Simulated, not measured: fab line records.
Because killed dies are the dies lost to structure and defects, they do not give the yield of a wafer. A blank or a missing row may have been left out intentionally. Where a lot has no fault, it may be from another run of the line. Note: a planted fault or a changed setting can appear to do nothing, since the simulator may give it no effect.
A struck lot beside a sound one || flow n5-finfet || 21 out of 1938 route steps
Sound: the wafers L187.2, L187.3, L187.6. Wafers struck: L201.1, L201.2, L201.6. At the end, the cause is stated.
Order at every step that has rows: each side's tool, ch and its chambers, its first start. Under that, the readings that differ: sound wafers || struck wafers || difference of the means || sigmas: that difference in standard deviations of wafers without a fault.
alike: readings whose means differ by less than 2 such deviations, and words and numbers that are the same on both sides. not compared: withheld readings, readings that some wafer has no value for, bounds like >300 that may hide the same value, and numbers for which the record gives no deviation and whose values overlap.
The two part at a step that has a row with sigmas, a row that says differs or no value, or rows on one side only. Numbers that don't overlap but have no deviation are shown without sigmas and don't part them. A reading missing from all wafers of one side parts the sides only when that side holds two or more wafers.

first, 10 steps without rows for these wafers: N5_BEOL_M0_SAQP_DESCUM_45 (chemistry O2, time 7 s); N5_BEOL_M0_SAQP_ETCH_88 (etches underlayer in N2/H2, target depth 6.5 nm, time 5.2 s); N5_BEOL_M0_SAQP_ETCH_73 (etches SiARC in CF4, target depth 19.5 nm, time 32.5 s); N5_BEOL_M0_SAQP_CUT_ETCH_46 (etches SOC in N2/H2, target depth 135 nm, overetch 27 nm, time 202.5 s); N5_BEOL_M0_SAQP_STRIP_74 (strips in N2/H2); N5_BEOL_M0_SAQP_STRIP_89 (strips in N2/H2); N5_BEOL_M0_SAQP_ALD_48 (deposits SiO2, target thk 20 nm, pulse time 1 s, co reactant pulse time 1 s); N5_BEOL_M0_SAQP_ETCH_49 (etches SiO2 in CF4/O2, target depth 37 nm); N5_BEOL_M0_SAQP_STRIP_75 (strips in CF4); N5_BEOL_M0_CUTY_COAT_50 (time 60 s, resist thk 15 nm).
N5_BEOL_M0_CUTY_COAT_51: resist thk 150 nm.
  sound on litho-track-04 ch 0, day 6 16:47; struck on litho-track-04 ch 0, day 10 05:17
{"reading": "spin-speed-rpm (rpm)", "sound": "1498.8 1499.7 1498.1", "struck": "1626.9 1627.8 1629.6", "difference": "+129.2", "sigmas": "+99 or more"}
{"reading": "model.CAR-ArF-block_of_BEOL_M0_CUTY_COAT_51.thk-nm (nm)", "sound": "150 149.8 150", "struck": "143.4 143.6 143.6", "difference": -6.4, "sigmas": ""}
then, 6 steps without rows for these wafers: N5_BEOL_M0_CUTY_EBR_52; N5_BEOL_M0_CUTY_SOFTBAKE_53 (time 60 s); N5_BEOL_M0_CUTY_EXPOSE_54 (exposes mask M0 ABLK); N5_BEOL_M0_CUTY_PEB_55 (peb time 60 s); N5_BEOL_M0_CUTY_DEVELOP_56 (develop time 30 s); N5_BEOL_M0_CUTY_DESCUM_61 (chemistry O2, time 7.9 s).
N5_BEOL_M0_CUTY_ETCH_62: etches SiARC in CF4, time 58.5 s.
  sound on rie-diel-04 ch 0,2, day 6 17:20; struck on rie-diel-04 ch 0,2,3, day 10 05:46
{"reading": "model.CAR-ArF-block_of_BEOL_M0_CUTY_COAT_51.thk-nm (nm)", "sound": "118.4 118.2 118.4", "struck": "111.8 112.2 112", "difference": -6.3, "sigmas": ""}
  alike: bias-w, drypump-motor-current-A, etch-rf-on-time-s, oes-product-au, rf-vpp-V, showerhead-plenum-p-Torr, throttle-valve-pct
  not compared: rf-hours-counter-h
then, 1 step without rows for these wafers: N5_BEOL_M0_CUTY_ETCH_63 (etches SOC in N2/H2, target depth 82.7 nm, overetch 16.5 nm, time 124 s).
-- a jump in the record: the struck wafers' starts before and after are 4 days apart (it breaks off in module BEOL_M0_CUTY and resumes in module BEOL_M4, where the first step shown is number 1111 of the route) --
N5_BEOL_M4_RC_MEAS_101:
  sound on prober-01 ch 0, day 10 00:03; struck on prober-02 ch 0, day 14 01:40
  alike: DIBL_N, DIBL_P, IOFF_N, IOFF_P, ION_N, ION_P, SS_N, SS_P, VT_N, VT_P
N5_PASSIVATION_PROBE_49:
  sound wafers here have rows in the record (prober-01, day 14 03:43); struck ones have none

WHERE THEY PART
Last at N5_PASSIVATION_PROBE_49 as far as this record goes, first at N5_BEOL_M0_CUTY_COAT_51.

WHY: what the simulator had put in
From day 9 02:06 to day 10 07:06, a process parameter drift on litho-track-04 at N5_BEOL_M0_CUTY_COAT_51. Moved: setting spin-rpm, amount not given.
